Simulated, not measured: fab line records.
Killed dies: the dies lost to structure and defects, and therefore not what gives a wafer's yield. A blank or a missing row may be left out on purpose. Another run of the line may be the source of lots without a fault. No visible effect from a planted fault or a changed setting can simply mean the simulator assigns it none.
fab line records	flow n5_finfet
[record] lots = 6	wafers = 18	last_day = 17
route steps=1938 shown BEOL_M9@1450 PASSIVATION@1936
lots that met no fault: from a run of the same line without faults
start_h: the number of hours between the record's first day and the start of the first shown wafer of the lot	wait_h: time in hours since the lot's previous step	" same as the row above	L1.1+2: several wafers, shown together as one row	- no value present, or no start provided	* or withheld: withheld	< > ~ a bound
route shown NAME@n: names a module that has steps shown in the file, with the first one's number in the route	usual: mean/standard deviation of fault-free wafers	same: alike in all rows	chamber/n: place in a boat	sites: the reading at each site	_std_site: standard deviation of those values	_edge_site: mean of outer sites minus mean of inner sites	radius_mm: for every site, how far away it sits from the centre of the wafer	mask NAME#n: copy n	behind: the last tool/chamber to shape the wafer	hold: why the lot went on hold/how many hours it stayed there/how the hold came to an end	device: which transistor (n, p or np) failed to switch	end of line: the same wafers' tests at the end of the route	for a step that has no rows: nothing shown but its recipe	killed: dies that structure and defects cost at the first sort, which is not the same as the wafer's yield	map: shows each die of a wafer: x if killed, . if not, _ if none is there
set.NAME: the run value of the setting; set.NAME@STEP: its run value at that earlier step	model.NAME: the simulator's own value behind a step, which no gauge read
certain route steps with their lots: each step a table, each wafer a row
services: a tool's chamber out of use, with start hour (start_h, from the record's first day; less than 0 if before it), hours out, and reason
[[steps]]
[step N5_BEOL_M9_HM_STRIP_39]
[recipe] chemistry = peroxide_tin_strip	material = TiN	target_depth_a = 250	temp_c = 50	time_s = 158
[step N5_BEOL_M9_SRD_40]
[recipe] time_s = 30	temp_c = 23	rinse_liquid = diw	dry = ipa_marangoni
[step N5_BEOL_M9_PRECLEAN_42]
[recipe] chemistry = residue_remover	time_s = 60	temp_c = 40
[step N5_BEOL_M9_SRD_43]
[recipe] time_s = 30	temp_c = 23	rinse_liquid = diw	dry = ipa_marangoni
[step N5_BEOL_M9_CD_MEAS_35]
[recipe] target_cd_nm = 70	target_cd_y_nm = 40	polarity = opening
[usual] cd_nm = 70.1/0.8
lot.wafer	tool	chamber	start_h	wait_h	cd_nm
L978.2	cd_sem-03	-	224.75	0.0	69.2
L978.3	"	-	"	"	71.4
L978.4	"	-	"	"	70.5
L979.1	cd_sem-03	-	227.83	0.0	70.2
L979.2	"	-	"	"	70.3
L979.6	"	-	"	"	69.2
L981.1	cd_sem-03	-	253.76	0.0	70.1
L981.5	"	-	"	"	69.7
L981.6	"	-	"	"	68.5
L984.2	cd_sem-01	-	269.22	0.0	71.7
L984.4	"	-	"	"	70.1
L984.5	"	-	"	"	70.9
L993.1	cd_sem-01	-	328.11	0.0	69.7
L993.2	"	-	"	"	70.3
L993.4	"	-	"	"	68.3
L996.2	cd_sem-01	-	344.93	0.0	71.4
L996.3	"	-	"	"	70.9
L996.4	"	-	"	"	70.2
[step N5_BEOL_M9_CURE_72]
[recipe] temp_c = 370	time_s = 120	ambient = DMADMS/He	material = SiCOH_lowk
[usual] lamp_power_pct = 52.30/0.06	wafer_temp_C_max = 371.6/0.55
lot.wafer	tool	chamber	start_h	wait_h	lamp_power_pct	wafer_temp_C_max
L978.2	uv_cure-03	2	224.84	0.1	52.31	370.8
L978.3	"	2	"	"	52.30	370.6
L978.4	"	2	"	"	52.31	370.9
L979.1	uv_cure-03	2	227.87	0.0	52.28	371.0
L979.2	"	2	"	"	52.32	370.7
L979.6	"	2	"	"	52.20	371.0
L981.1	uv_cure-03	2	253.80	0.0	52.26	370.8
L981.5	"	2	"	"	52.22	370.7
L981.6	"	2	"	"	52.30	370.6
L984.2	uv_cure-02	0	269.36	0.1	52.26	371.3
L984.4	"	0	"	"	52.23	371.4
L984.5	"	0	"	"	52.27	371.6
L993.1	uv_cure-01	2	328.15	0.0	52.29	371.9
L993.2	"	2	"	"	52.23	371.8
L993.4	"	2	"	"	52.23	372.0
L996.2	uv_cure-01	2	345.02	0.1	52.29	372.6
L996.3	"	2	"	"	52.28	372.0
L996.4	"	2	"	"	52.28	371.5
[step N5_BEOL_M9_DEGAS_44]
[recipe] ambient = vacuum	temp_c = 250	time_s = 60
[step N5_BEOL_M9_PRE_CLEAN_45]
[recipe] gas = H2/He	time_s = 30	temp_c = 250
[usual] heater_power_w = 332/16
lot.wafer	tool	chamber	start_h	wait_h	heater_power_w
L978.2	pvd_sputter-01	-	227.82	0.0	322
L978.3	"	-	"	"	343
L978.4	"	-	"	"	317
L979.1	pvd_sputter-02	-	228.38	0.0	362
L979.2	"	-	"	"	303
L979.6	"	-	"	"	364
L981.1	pvd_sputter-01	-	254.25	0.0	323
L981.5	"	-	"	"	337
L981.6	"	-	"	"	323
L984.2	pvd_sputter-01	-	270.01	0.0	322
L984.4	"	-	"	"	337
L984.5	"	-	"	"	330
L993.1	pvd_sputter-03	-	329.65	0.0	321
L993.2	"	-	"	"	313
L993.4	"	-	"	"	361
L996.2	pvd_sputter-01	-	345.33	0.0	321
L996.3	"	-	"	"	333
L996.4	"	-	"	"	324
[step N5_BEOL_M9_ALD_74]
[recipe] material = TaN	target_thk_a = 20	temp_c = 275	ald_precursor_family = PDMAT	ald_co_reactant = NH3	pressure_torr = 3	carrier_flow_sccm = 1500	pulse_time_s = 2	purge_time_s = 3	co_reactant_purge_time_s = 2	co_reactant_pulse_time_s = 3	ald_cycles = 40	precursor_vessel_temp_c = 75	precursor_vessel_pressure_torr = 26.25	precursor_vessel_carrier_sccm = 1000
[usual] heater_power_w = 406/32	mfc_carrier_sccm = 1499/4.3
lot.wafer	tool	chamber	start_h	wait_h	heater_power_w	mfc_carrier_sccm
L978.2	ald_metal-02	0	227.90	0.1	405	1487
L978.3	"	3	"	"	399	1498
L978.4	"	1	"	"	448	1492
L979.1	ald_metal-02	1	228.44	0.0	454	1498
L979.2	"	3	"	"	396	1499
L979.6	"	3	"	"	408	1505
L981.1	ald_metal-04	3	254.33	0.1	426	1497
L981.5	"	0	"	"	411	1504
L981.6	"	1	"	"	462	1496
L984.2	ald_metal-01	2	270.07	0.0	370	1493
L984.4	"	3	"	"	440	1507
L984.5	"	0	"	"	364	1501
L993.1	ald_metal-01	3	329.71	0.0	445	1499
L993.2	"	0	"	"	360	1507
L993.4	"	2	"	"	376	1500
L996.2	ald_metal-04	1	345.62	0.3	453	1499
L996.3	"	0	"	"	408	1501
L996.4	"	2	"	"	387	1496
[step N5_BEOL_M9_SURFACE_TREAT_79]
[recipe] gas = Ar	time_s = *	ion_energy_ev = *	ion_current_ma_cm2 = 0.5	pressure_mtorr = *	ar_flow_sccm = 30
[usual] pressure_mtorr = *	throttle_valve_pct = *
lot.wafer	tool	chamber	start_h	wait_h	pressure_mtorr	throttle_valve_pct
L978.2	pvd_sputter-01	-	228.18	0.2	*	*
L978.3	"	-	"	"	*	*
L978.4	"	-	"	"	*	*
L979.1	pvd_sputter-02	-	228.94	0.4	*	*
L979.2	"	-	"	"	*	*
L979.6	"	-	"	"	*	*
L981.1	pvd_sputter-02	-	254.69	0.2	*	*
L981.5	"	-	"	"	*	*
L981.6	"	-	"	"	*	*
L984.2	pvd_sputter-02	-	270.41	0.2	*	*
L984.4	"	-	"	"	*	*
L984.5	"	-	"	"	*	*
L993.1	pvd_sputter-02	-	330.04	0.2	*	*
L993.2	"	-	"	"	*	*
L993.4	"	-	"	"	*	*
L996.2	pvd_sputter-01	-	346.01	0.3	*	*
L996.3	"	-	"	"	*	*
L996.4	"	-	"	"	*	*
[step N5_BEOL_M9_CVD_78]
[recipe] material = Co	target_thk_a = 20	temp_c = withheld	precursor = CCTBA/H2	pressure_torr = 30	time_s = 138.9
[step N5_BEOL_M9_SPUTTER_48]
[recipe] material = Cu	target_thk_a = 120	temp_c = -20	bias_v = 60	power_w = 26000	chamber_pressure_pa = 0.13	time_s = 2
[usual] throttle_valve_pct = 29.6/0.73
lot.wafer	tool	chamber	start_h	wait_h	throttle_valve_pct
L978.2	pvd_sputter-01	-	228.38	0.1	29.9
L978.3	"	-	"	"	29.7
L978.4	"	-	"	"	28.8
L979.1	pvd_sputter-01	-	229.21	0.1	29.2
L979.2	"	-	"	"	29.6
L979.6	"	-	"	"	29.4
L981.1	pvd_sputter-03	-	254.93	0.1	30.1
L981.5	"	-	"	"	29.4
L981.6	"	-	"	"	31.2
L984.2	pvd_sputter-01	-	270.61	0.1	29.1
L984.4	"	-	"	"	28.8
L984.5	"	-	"	"	28.7
L993.1	pvd_sputter-02	-	330.34	0.1	30.4
L993.2	"	-	"	"	29.8
L993.4	"	-	"	"	29.8
L996.2	pvd_sputter-01	-	346.49	0.2	29.6
L996.3	"	-	"	"	29.4
L996.4	"	-	"	"	28.7
[step N5_BEOL_M9_ECD_50]
[recipe] material = Cu	target_thk_a = 3180
lot.wafer	tool	chamber	start_h	wait_h	model.Cu_of_BEOL_M9_ECD_50.thk_nm
L978.2	ecd_cu-01	0	228.50	0.1	321.2
L978.3	"	0	"	"	313.2
L978.4	"	1	"	"	316
L979.1	ecd_cu-01	1	229.33	0.1	319
L979.2	"	0	"	"	316.6
L979.6	"	1	"	"	313.8
L981.1	ecd_cu-02	0	255.05	0.1	314
L981.5	"	1	"	"	315.2
L981.6	"	0	"	"	316.6
L984.2	ecd_cu-02	0	270.73	0.1	322.6
L984.4	"	1	"	"	325.6
L984.5	"	0	"	"	322.8
L993.1	ecd_cu-01	1	330.46	0.1	314.8
L993.2	"	0	"	"	319.2
L993.4	"	1	"	"	575.8
L996.2	ecd_cu-01	1	346.61	0.1	322.8
L996.3	"	1	"	"	583
L996.4	"	0	"	"	573.2
[step N5_BEOL_M9_ANNEAL_51]
[recipe] temp_c = 225	time_s = 90	ambient = N2
[step N5_BEOL_M9_CMP_52]
[recipe] stop_on = SiCOH_lowk	t_overpolish_s = 7	down_force_psi = 1	platen_rpm = 50	clearing_platen_down_force_psi = 1.5	clearing_platen_rpm = 50	post_cmp_clean = cu_alkaline	target_thk_nm = 140	clearing_platen_pad_velocity_m_s = 0.99484	pad_velocity_m_s = 0.99484
[usual] head_pressure_psi = 0.9999/0.0022	motor_current_A = 6.1/0.53	time_to_endpoint_s = 68/4.7
lot.wafer	tool	chamber	start_h	wait_h	head_pressure_psi	motor_current_A	time_to_endpoint_s
L978.4	cmp-01	3	229.00	0.2	1.0018	6.4	70
L978.3	"	0	"	"	1.0013	6.3	66
L978.2	"	1	"	"	1.0023	7.0	64
L979.2	cmp-02	3	229.91	0.2	1.0001	6.0	72
L979.1	"	2	"	"	1.0009	5.6	65
L979.6	"	0	"	"	0.9977	5.8	68
L981.1	cmp-01	3	255.70	0.3	1.0009	6.5	70
L981.6	"	2	"	"	1.0005	6.8	69
L981.5	"	3	"	"	0.9980	6.5	73
L984.2	cmp-02	3	271.29	0.2	0.9972	6.0	71
L984.4	"	1	"	"	0.9967	6.5	61
L984.5	"	2	"	"	1.0044	5.5	68
L993.1	cmp-01	0	330.87	0.3	1.0014	6.6	68
L993.2	"	1	"	"	0.9967	7.1	65
L993.4	"	2	"	"	0.9983	6.8	124
L996.2	cmp-02	0	347.24	0.2	1.0012	5.8	69
L996.4	"	1	"	"	1.0010	6.4	116
L996.3	"	3	"	"	1.0008	6.2	133
[step N5_BEOL_M9_THK_MEAS_53]
[recipe] thk_meas_gauge = xrf	reads = Cu_of_BEOL_M9_ECD_50
[usual] M9_THK = 142/4
lot.wafer	tool	chamber	start_h	wait_h	M9_THK[nm]
L978.2	film_metro-01	-	229.26	-	140
L978.3	"	-	"	"	143
L978.4	"	-	"	"	147
L979.1	film_metro-01	-	230.21	-	140
L979.2	"	-	"	"	134
L979.6	"	-	"	"	139
L981.1	film_metro-01	-	255.96	-	141
L981.5	"	-	"	"	147
L981.6	"	-	"	"	141
L984.2	film_metro-01	-	271.54	-	148
L984.4	"	-	"	"	140
L984.5	"	-	"	"	144
L993.1	film_metro-01	-	331.16	-	147
L993.2	"	-	"	"	144
L993.4	"	-	"	"	140
L996.2	film_metro-01	-	347.54	-	147
L996.3	"	-	"	"	149
L996.4	"	-	"	"	139
[step N5_PASSIVATION_PROBE_49]
[usual] defect_limited_yield = 91.4/1.4	killed_at_M0_to_M3 = 34/8.9	killed_at_M4_up = 13/4.6	killed_at_contacts = 12/5.5	killed_at_front_end = 41/11	killed_at_other = 3.1/2.9	killed_dies = 102/16	killed_open = 66/11	killed_short = 34/7.6	sort_bin_5_function = 5.1/0.89	sort_bin_6_memory = 3.2/0.61	sort_bin_8_speed = 0.02/0.12	sort_n_pass = 1078/16
[same] gross_dies = 1180	killed_at_back_side = 0	sort_bin_4_leakage[%] = 0
lot.wafer	tool	chamber	start_h	wait_h	defect_limited_yield[%]	killed_at_M0_to_M3	killed_at_M4_up	killed_at_contacts	killed_at_front_end	killed_at_other	killed_dies	killed_open	killed_short	sort_bin_5_function[%]	sort_bin_6_memory[%]	sort_bin_8_speed[%]	sort_n_pass
L978.2	prober-01	-	286.06	0.1	93.1	35	9	11	23	4	82	51	31	4.6	2.3	0	1098
L978.3	prober-01	-	286.11	0.1	92.0	31	13	9	33	8	94	62	31	4.7	2.9	0.08	1085
L978.4	prober-01	-	286.16	0.2	93.4	21	14	15	27	1	78	55	23	3.6	2.7	0	1102
L979.1	prober-02	-	290.34	0.0	92.7	39	12	9	26	0	86	51	35	4.1	3.0	0	1094
L979.2	prober-02	-	290.39	0.1	94.0	21	12	13	25	0	71	46	25	3.6	2.2	0	1109
L979.6	prober-02	-	290.59	0.3	94.0	26	4	11	29	1	71	53	18	3.6	2.4	0	1109
L981.1	prober-01	-	305.80	0.0	90.2	32	16	8	53	7	116	66	50	6.5	2.9	0	1064
L981.5	prober-01	-	306.00	0.2	91.4	39	11	9	41	2	102	59	41	4.7	3.8	0	1078
L981.6	prober-01	-	306.05	0.3	88.8	48	12	8	64	0	132	80	48	7.2	3.3	0	1048
L984.2	prober-02	-	330.00	0.1	92.2	24	12	11	35	10	92	55	36	4.8	2.9	0.17	1086
L984.4	prober-02	-	330.10	0.2	91.9	35	12	11	30	8	96	65	31	4.9	2.9	0	1084
L984.5	prober-02	-	330.15	0.2	93.4	35	5	8	26	4	78	60	18	3.4	3.2	0	1102
L993.1	prober-02	-	384.72	0.0	90.2	39	21	16	38	2	116	80	36	5.0	4.3	0	1064
L993.2	prober-02	-	384.77	0.1	90.8	30	23	8	39	9	109	72	34	5.3	3.4	0	1071
L993.4	prober-02	-	384.87	0.2	90.2	58	11	11	32	4	116	77	39	5.9	3.6	0	1064
L996.2	prober-02	-	405.86	0.1	91.7	44	7	6	38	3	98	57	37	4.8	2.7	0.34	1082
L996.3	prober-02	-	405.91	0.1	91.9	41	5	9	40	0	95	63	26	4.7	2.7	0.08	1084
L996.4	prober-02	-	405.96	0.2	91.4	38	11	8	41	3	101	57	39	4.8	3.2	0	1079
// killed by level:class
L978.2 MOL_CONTACT_COAG:geometric_particle:open=10 BEOL_M1:geometric_particle:open=10 BEOL_M0_SAQP:geometric_particle:short=7 FIN_SAQP:geometric_particle:open=6 BEOL_M0_SAQP:geometric_particle:open=6 BEOL_M1:geometric_particle:short=6 DUMMY_GATE:geometric_particle:open=4 FIN_SAQP:geometric_particle:short=3
L978.3 BEOL_M1:geometric_particle:open=9 FIN_SAQP:geometric_particle:short=8 MOL_CONTACT_COAG:geometric_particle:open=8 BEOL_M0_SAQP:geometric_particle:open=6 BEOL_M4:geometric_particle:open=6 GATE_CUT:geometric_particle:open=5 PAD_METAL:geometric_particle:short=5 BEOL_M3:geometric_particle:open=5
L978.4 MOL_CONTACT_COAG:geometric_particle:open=13 BEOL_M5:geometric_particle:open=8 BEOL_M1:geometric_particle:open=6 GATE_CUT:geometric_particle:short=5 FIN_SAQP:geometric_particle:open=4 BEOL_M2:geometric_particle:open=4 FIN_SAQP:geometric_particle:short=3 STI_FIN_REVEAL:geometric_particle:open=3
L979.1 BEOL_M0_SAQP:geometric_particle:open=8 BEOL_M0_SAQP:geometric_particle:short=7 BEOL_M1:geometric_particle:open=7 GATE_CUT:geometric_particle:short=6 BEOL_M2:geometric_particle:open=6 BEOL_M3:geometric_particle:open=6 MOL_CONTACT_COAG:geometric_particle:open=5 MOL_CONTACT_COAG:geometric_particle:short=4
L979.2 MOL_CONTACT_COAG:geometric_particle:open=11 BEOL_M2:geometric_particle:open=7 FIN_SAQP:geometric_particle:short=4 BEOL_M0_SAQP:geometric_particle:short=4 BEOL_M1:geometric_particle:open=4 BEOL_M7:geometric_particle:open=4 STARTING-WAFER:geometric_particle:open=4 FIN_SAQP:geometric_particle:open=3
L979.6 BEOL_M2:geometric_particle:open=11 MOL_CONTACT_COAG:geometric_particle:open=9 STI_FIN_REVEAL:geometric_particle:open=8 BEOL_M1:geometric_particle:open=6 FIN_SAQP:geometric_particle:short=5 DUMMY_GATE:geometric_particle:open=5 BEOL_M0_SAQP:geometric_particle:open=4 STI_FIN_REVEAL:geometric_particle:short=3
L981.1 FIN_SAQP:geometric_particle:short=15 STI_FIN_REVEAL:geometric_particle:open=12 BEOL_M0_SAQP:geometric_particle:open=12 BEOL_M0_SAQP:geometric_particle:short=12 FIN_SAQP:geometric_particle:open=7 MOL_CONTACT_COAG:geometric_particle:open=7 STI_FIN_REVEAL:geometric_particle:short=5 BEOL_M4:geometric_particle:open=5
L981.5 BEOL_M0_SAQP:geometric_particle:short=11 BEOL_M2:geometric_particle:open=9 FIN_SAQP:geometric_particle:short=8 MOL_CONTACT_COAG:geometric_particle:open=8 BEOL_M0_SAQP:geometric_particle:open=8 FIN_SAQP:geometric_particle:open=7 STI_FIN_REVEAL:geometric_particle:open=6 STI_FIN_REVEAL:geometric_particle:short=5
L981.6 FIN_SAQP:geometric_particle:open=21 FIN_SAQP:geometric_particle:short=18 BEOL_M0_SAQP:geometric_particle:open=16 BEOL_M0_SAQP:geometric_particle:short=15 DUMMY_GATE:geometric_particle:open=8 MOL_CONTACT_COAG:geometric_particle:open=6 BEOL_M8:geometric_particle:open=5 BEOL_M2:geometric_particle:open=5
L984.2 MOL_CONTACT_COAG:geometric_particle:open=8 GATE_CUT:geometric_particle:open=7 BEOL_M0_SAQP:geometric_particle:short=7 FIN_SAQP:geometric_particle:short=6 FIN_SAQP:geometric_particle:open=5 BEOL_M0_SAQP:geometric_particle:open=5 BEOL_M1:geometric_particle:open=4 BEOL_M4:geometric_particle:open=4
L984.4 BEOL_M3:geometric_particle:open=12 MOL_CONTACT_COAG:geometric_particle:open=10 BEOL_M0_SAQP:geometric_particle:open=7 BEOL_M0_SAQP:geometric_particle:short=6 GATE_CUT:geometric_particle:open=5 MIM_TOP:geometric_particle:short=5 FIN_SAQP:geometric_particle:open=4 FIN_SAQP:geometric_particle:short=4
L984.5 BEOL_M0_SAQP:geometric_particle:open=11 BEOL_M1:geometric_particle:open=10 FIN_SAQP:geometric_particle:open=8 MOL_CONTACT_COAG:geometric_particle:open=6 BEOL_M2:geometric_particle:open=5 BEOL_M0_SAQP:geometric_particle:short=4 STARTING-WAFER:geometric_particle:open=4 GATE_CUT:geometric_particle:open=3
L993.1 MOL_CONTACT_COAG:geometric_particle:open=11 BEOL_M3:geometric_particle:open=9 BEOL_M4:geometric_particle:open=9 BEOL_M0_SAQP:geometric_particle:short=7 BEOL_M1:geometric_particle:open=7 BEOL_M2:geometric_particle:open=7 FIN_SAQP:geometric_particle:short=6 STI_FIN_REVEAL:geometric_particle:open=6
L993.2 FIN_SAQP:geometric_particle:open=12 BEOL_M3:geometric_particle:open=8 BEOL_M4:geometric_particle:open=8 BEOL_M0_SAQP:geometric_particle:open=7 BEOL_M2:geometric_particle:open=7 MOL_CONTACT_COAG:geometric_particle:open=6 GATE_CUT:geometric_particle:short=5 DUMMY_GATE:geometric_particle:open=4
L993.4 BEOL_M0_SAQP:geometric_particle:short=13 BEOL_M1:geometric_particle:open=12 MOL_CONTACT_COAG:geometric_particle:open=10 BEOL_M3:geometric_particle:open=10 FIN_SAQP:geometric_particle:open=9 BEOL_M0_SAQP:geometric_particle:open=9 FIN_SAQP:geometric_particle:short=7 BEOL_M2:geometric_particle:open=7
L996.2 BEOL_M2:geometric_particle:open=16 FIN_SAQP:geometric_particle:short=7 FIN_SAQP:geometric_particle:open=7 BEOL_M0_SAQP:geometric_particle:short=7 MOL_CONTACT_COAG:geometric_particle:open=6 STARTING-WAFER:geometric_particle:short=6 BEOL_M2:geometric_particle:short=5 BEOL_M0_SAQP:geometric_particle:open=4
L996.3 BEOL_M2:geometric_particle:open=14 BEOL_M0_SAQP:geometric_particle:open=12 STI_FIN_REVEAL:geometric_particle:open=8 BEOL_M0_SAQP:geometric_particle:short=8 MOL_CONTACT_COAG:geometric_particle:open=7 FIN_SAQP:geometric_particle:short=6 HKMG_FIN:area_etch=6 FIN_SAQP:geometric_particle:open=4
L996.4 BEOL_M2:geometric_particle:open=11 FIN_SAQP:geometric_particle:short=8 FIN_SAQP:geometric_particle:open=8 BEOL_M0_SAQP:geometric_particle:short=7 BEOL_M0_SAQP:geometric_particle:open=6 STI_FIN_REVEAL:geometric_particle:open=5 MOL_CONTACT_COAG:geometric_particle:open=5 GATE_CUT:geometric_particle:short=5
[[services]]
tool	chamber	start_h	hours	kind
cmp-02	-	202.92	8.9	pm
ecd_cu-02	-	205.79	1.1	repair
ald_metal-02	3	207.40	16.6	repair
cmp-01	-	210.70	7.7	pm
ald_metal-04	1	211.18	24.9	repair
uv_cure-03	-	211.62	1.1	repair
cmp-01	-	220.48	4.0	pm
cmp-01	-	224.48	-	consumable_replace:conditioner
cmp-01	-	224.48	-	consumable_replace:pad
ecd_cu-02	-	234.98	2.4	repair
cmp-02	-	244.64	4.0	pm
uv_cure-02	-	260.92	7.5	pm
cmp-01	-	272.34	2.0	repair
cmp-02	-	277.85	2.9	repair
ald_metal-02	0	281.92	4.4	repair
uv_cure-02	-	284.44	1.2	repair
cmp-02	-	290.07	2.5	repair
ald_metal-04	-	304.74	6.0	pm
cmp-01	-	307.40	6.7	repair
ald_metal-02	-	316.93	28.1	pm
ald_metal-01	-	319.58	0.7	repair
cmp-02	-	321.75	4.9	repair
ecd_cu-01	-	327.49	2.3	repair
ald_metal-01	-	337.35	14.0	pm
[[key]]
[first_sign] step = N5_BEOL_M9_CMP_52	reading = time_to_endpoint_s	direction = up	sigmas = 12	usual = *	struck = *
effect none on later readings
[model_effect] step = N5_BEOL_M9_ECD_50	value = Cu_of_BEOL_M9_ECD_50.thk_nm	without = 318.1	struck = 577.3
met_at N5_BEOL_M9_ECD_50
struck_wafers L993.4,L996.3,L996.4
onset_between 229.33 330.46
[fault] kind = process_parameter_drift	tool = ecd_cu-01	chamber = -	onset_h = 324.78	steps = N5_BEOL_M9_ECD_50	channel = target_thk_a	offset = *	shape = step	end_h = 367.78	scope = struck_wafers_only	acts_in = *	stated = *
